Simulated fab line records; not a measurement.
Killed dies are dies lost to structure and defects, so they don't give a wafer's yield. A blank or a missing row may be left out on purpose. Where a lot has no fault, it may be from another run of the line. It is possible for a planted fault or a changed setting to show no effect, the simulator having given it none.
What tool caused it? -- flow n5-finfet -- 69 wafers from 23 lots sampled at 4 of the route's 1938 steps

== WHAT EACH GAUGE READ, for each wafer ==
N5_GATE_CUT_INSPECT_26: inspects for defects (darkfield).
lot,measured,on,raw-defect-count
L076,day 5 07:41,defect-inspect-02,25 27 46
L075,day 5 10:41,defect-inspect-01,39 26 24
L077,day 5 17:37,defect-inspect-01,45 34 35
L078,day 5 21:11,defect-inspect-01,59 51 24
L074,day 5 23:34,defect-inspect-02,9 11 26
L079,day 6 01:14,defect-inspect-01,32 58 39
L080,day 6 05:06,defect-inspect-02,48 34 36
L081,day 6 07:55,defect-inspect-01,39 18 43
L082,day 6 16:31,defect-inspect-02,25 23 34
L083,day 6 22:00,defect-inspect-02,52 29 58
L084,day 7 00:20,defect-inspect-01,25 24 34
L085,day 7 11:35,defect-inspect-02,33 31 50
L086,day 8 00:40,defect-inspect-02,85 40 43
L087,day 8 04:13,defect-inspect-02,24 50 36
L088,day 8 07:19,defect-inspect-01,25 42 24
L089,day 8 14:53,defect-inspect-02,33 26 21
L091,day 9 02:04,defect-inspect-01,29 27 37
L092,day 9 04:13,defect-inspect-02,36 46 41
L093,day 9 08:05,defect-inspect-01,41 33 26
L094,day 9 16:34,defect-inspect-01,30 48 40
L095,day 9 23:37,defect-inspect-01,35 47 34
L096,day 10 03:54,defect-inspect-02,41 29 45
L097,day 10 12:29,defect-inspect-02,48 40 29

== WHICH TOOL RAN EACH LOT (tool, then ch and the chambers of the sampled wafers, then the start) ==
lot,N5_HKMG_FIN_ALD_91,N5_HKMG_FIN_CMP_23,N5_GATE_CUT_STRIP_59
L076,"ald-metal-01 ch 0,2,3, day 4 19:54","cmp-02 ch 0,1, day 4 22:56","rie-diel-04 ch 0,2, day 5 00:04"
L075,"ald-metal-04 ch 1,2, day 4 22:46","cmp-02 ch 1,2,3, day 5 01:37","rie-diel-04 ch 0,3, day 5 02:36"
L077,"ald-metal-02 ch 1,3, day 5 06:54","cmp-01 ch 0,3, day 5 09:49","rie-diel-02 ch 0,2,3, day 5 10:58"
L078,"ald-metal-02 ch 1,2,3, day 5 10:03","cmp-02 ch 0,2,3, day 5 13:04","rie-diel-02 ch 0,1,3, day 5 14:03"
L074,"ald-metal-04 ch 0,1, day 5 12:47","cmp-01 ch 0,1, day 5 15:34","rie-diel-04 ch 1,3, day 5 16:56"
L079,"ald-metal-04 ch 1,2, day 5 13:42","cmp-03 ch 0,1,3, day 5 16:29","rie-diel-06 ch 2,3, day 5 17:33"
L080,"ald-metal-02 ch 1,2,3, day 5 17:40","cmp-02 ch 2,3, day 5 20:29","rie-diel-02 ch 0,3, day 5 21:37"
L081,"ald-metal-02 ch 0,2, day 5 20:49","cmp-03 ch 0,2,3, day 5 23:32","rie-diel-02 ch 0,1, day 6 00:41"
L082,"ald-metal-01 ch 0,1,2, day 6 05:05","cmp-02 ch 1,2,3, day 6 08:06","rie-diel-06 ch 0,1,3, day 6 09:14"
L083,"ald-metal-01 ch 0,1,2, day 6 11:00","cmp-03 ch 0,1,2, day 6 13:49","rie-diel-06 ch 0,2,3, day 6 14:57"
L084,"ald-metal-04 ch 0,1,3, day 6 13:45","cmp-01 ch 0,1,3, day 6 16:41","rie-diel-02 ch 0,3, day 6 17:40"
L085,"ald-metal-02 ch 0,1,2, day 7 00:58","cmp-02 ch 2,3, day 7 03:40","rie-diel-02 ch 0,1,3, day 7 04:50"
L086,"ald-metal-01 ch 1,2, day 7 13:35","cmp-01 ch 0,1,3, day 7 16:34","rie-diel-02 ch 1,3, day 7 17:38"
L087,"ald-metal-04 ch 0,1, day 7 16:55","cmp-01 ch 2,3, day 7 20:23","rie-diel-06 ch 0,3, day 7 21:31"
L088,"ald-metal-04 ch 0,1,3, day 7 19:13","cmp-01 ch 0,2,3, day 7 22:22","rie-diel-02 ch 0,1, day 7 23:29"
L089,"ald-metal-04 ch 0,2,3, day 8 03:10","cmp-02 ch 0,1,3, day 8 06:01","rie-diel-04 ch 0,1,3, day 8 07:26"
L091,"ald-metal-04 ch 0,1,2, day 8 12:20","cmp-02 ch 0,1,3, day 8 15:32","rie-diel-06 ch 0,3, day 8 16:42"
L092,"ald-metal-04 ch 0,2, day 8 16:40","cmp-03 ch 1,2, day 8 19:28","rie-diel-06 ch 0,3, day 8 20:37"
L093,"ald-metal-01 ch 0,2,3, day 8 21:34","cmp-03 ch 1,2,3, day 9 00:18","rie-diel-06 ch 0,2, day 9 01:26"
L094,"ald-metal-01 ch 1,2,3, day 9 05:25","cmp-02 ch 1,3, day 9 08:20","rie-diel-04 ch 1,3, day 9 09:23"
L095,"ald-metal-01 ch 0,2,3, day 9 12:31","cmp-01 ch 0,2,3, day 9 15:18","rie-diel-04 ch 0,1, day 9 16:26"
L096,"ald-metal-02 ch 0,1,3, day 9 16:53","cmp-01 ch 0,2,3, day 9 19:48","rie-diel-06 ch 0,1,3, day 9 21:08"
L097,"ald-metal-01 ch 1,3, day 10 01:53","cmp-01 ch 2,3, day 10 04:35","rie-diel-06 ch 0,3, day 10 05:43"
- N5_HKMG_FIN_ALD_91: deposits TiN, target thk 1 nm, pulse time 1 s, purge time 3 s.
- N5_HKMG_FIN_CMP_23: polishes, stops on SiNx, t overpolish 10 s, target thk 46.326 nm.
- N5_GATE_CUT_STRIP_59: strips in N2/H2, time 20 s.

== AS READ BY THE TOOLS THEMSELVES (means over the sampled wafers that have a number; for cases with no such wafer, the mark the record gives instead) ==
N5_HKMG_FIN_ALD_91.
lot,tool,heater-power-w (W),precursor-pulse-height-rel
L076,ald-metal-01,861,0.997
L075,ald-metal-04,1033,1.002
L077,ald-metal-02,841,0.996
L078,ald-metal-02,869,0.989
L074,ald-metal-04,942,0.991
L079,ald-metal-04,1042,0.991
L080,ald-metal-02,878,0.999
L081,ald-metal-02,923,0.990
L082,ald-metal-01,844,1.014
L083,ald-metal-01,840,0.998
L084,ald-metal-04,842,1.004
L085,ald-metal-02,895,0.988
L086,ald-metal-01,887,0.999
L087,ald-metal-04,842,0.984
L088,ald-metal-04,839,0.992
L089,ald-metal-04,841,0.994
L091,ald-metal-04,948,0.989
L092,ald-metal-04,935,0.998
L093,ald-metal-01,857,0.992
L094,ald-metal-01,921,0.996
L095,ald-metal-01,852,0.997
L096,ald-metal-02,882,0.994
L097,ald-metal-01,945,0.997

N5_HKMG_FIN_CMP_23.
lot,tool,head-pressure-psi (psi),motor-current-A (A),overpolish-run-s (s),time-to-endpoint-s (s)
L076,cmp-02,4.009,12.6,10.004,9.5
L075,cmp-02,3.999,11.8,10.009,10.5
L077,cmp-01,4.009,12.9,10.010,12.3
L078,cmp-02,4.001,11.9,10.001,11.4
L074,cmp-01,3.993,12.4,10.003,10.6
L079,cmp-03,4.000,11.2,10.001,9.3
L080,cmp-02,3.996,11.6,10.010,13.1
L081,cmp-03,3.987,11.5,9.999,10.3
L082,cmp-02,3.997,11.4,9.990,9.6
L083,cmp-03,3.999,12.0,9.999,15.0
L084,cmp-01,4.002,12.5,10.000,10.3
L085,cmp-02,3.999,11.9,9.999,9.0
L086,cmp-01,3.999,12.8,10.009,11.2
L087,cmp-01,3.990,11.8,10.007,12.7
L088,cmp-01,3.995,12.5,9.993,10.7
L089,cmp-02,3.995,12.2,10.005,8.5
L091,cmp-02,3.992,12.1,9.992,8.3
L092,cmp-03,4.000,12.3,10.002,11.1
L093,cmp-03,4.001,12.0,10.000,10.5
L094,cmp-02,4.000,11.3,9.988,11.7
L095,cmp-01,4.007,12.2,10.001,9.3
L096,cmp-01,4.007,11.9,10.000,11.1
L097,cmp-01,4.006,12.8,9.995,10.2

N5_GATE_CUT_STRIP_59.
lot,tool,drypump-motor-current-A (A),oes-product-au (a.u.),rf-vpp-V (V),showerhead-plenum-p-Torr (Torr),throttle-valve-pct (%)
L076,rie-diel-04,5.7,0.74,45.3,3.43,12.4
L075,rie-diel-04,5.8,0.84,44.9,3.38,12.1
L077,rie-diel-02,5.9,0.89,44.5,3.37,12.1
L078,rie-diel-02,6.1,0.82,45.9,3.35,12.3
L074,rie-diel-04,5.7,0.75,44.9,3.39,12.3
L079,rie-diel-06,5.9,0.80,46.2,3.46,12.1
L080,rie-diel-02,6.4,0.79,44.7,3.29,12.3
L081,rie-diel-02,6.1,0.75,45.2,3.33,12.4
L082,rie-diel-06,5.9,0.83,45.0,3.31,12.2
L083,rie-diel-06,5.9,0.85,45.7,3.42,12.0
L084,rie-diel-02,6.1,0.85,45.6,3.37,12.1
L085,rie-diel-02,6.1,0.80,45.5,3.34,12.3
L086,rie-diel-02,5.9,0.87,45.7,3.43,12.2
L087,rie-diel-06,5.8,0.86,45.4,3.35,12.2
L088,rie-diel-02,6.1,0.74,45.2,3.32,12.5
L089,rie-diel-04,5.8,0.73,44.9,3.33,12.4
L091,rie-diel-06,5.9,0.88,43.8,3.39,12.0
L092,rie-diel-06,5.9,0.86,44.6,3.34,12.2
L093,rie-diel-06,5.9,0.80,45.2,3.49,11.9
L094,rie-diel-04,5.7,0.72,45.6,3.37,12.4
L095,rie-diel-04,6.1,0.67,44.1,3.24,12.7
L096,rie-diel-06,5.9,0.90,44.7,3.43,12.0
L097,rie-diel-06,5.9,0.85,45.8,3.38,12.0

== THE ANSWER, worked out from the rows above alone ==
Rule: the lots themselves supply what counts as usual. The widest of any qualifying gaps counts: lots, ordered by their means at a reading, are off when they make up no more than a third of the lots, leave a main group of 4 or more, and stand apart from it by 3 or more times the standard deviation of that group's means. Not used: any main group whose means are identical at the precision the tables above print for the reading. A lot without any number at a reading at which 4 lots or more have one is off too. The other lots that the step has rows for count as sound. The gauges are gone through in route order, then the tools' own readings, and for those a lot's mean is taken as printed above. The first step at which some lot is off is used, and at that step the reading that is off furthest; a lot without a number counts as furthest.
Nothing can be told from this: no lot is off at any reading shown.

== WHAT WAS PUT IN BY THE SIMULATOR ==
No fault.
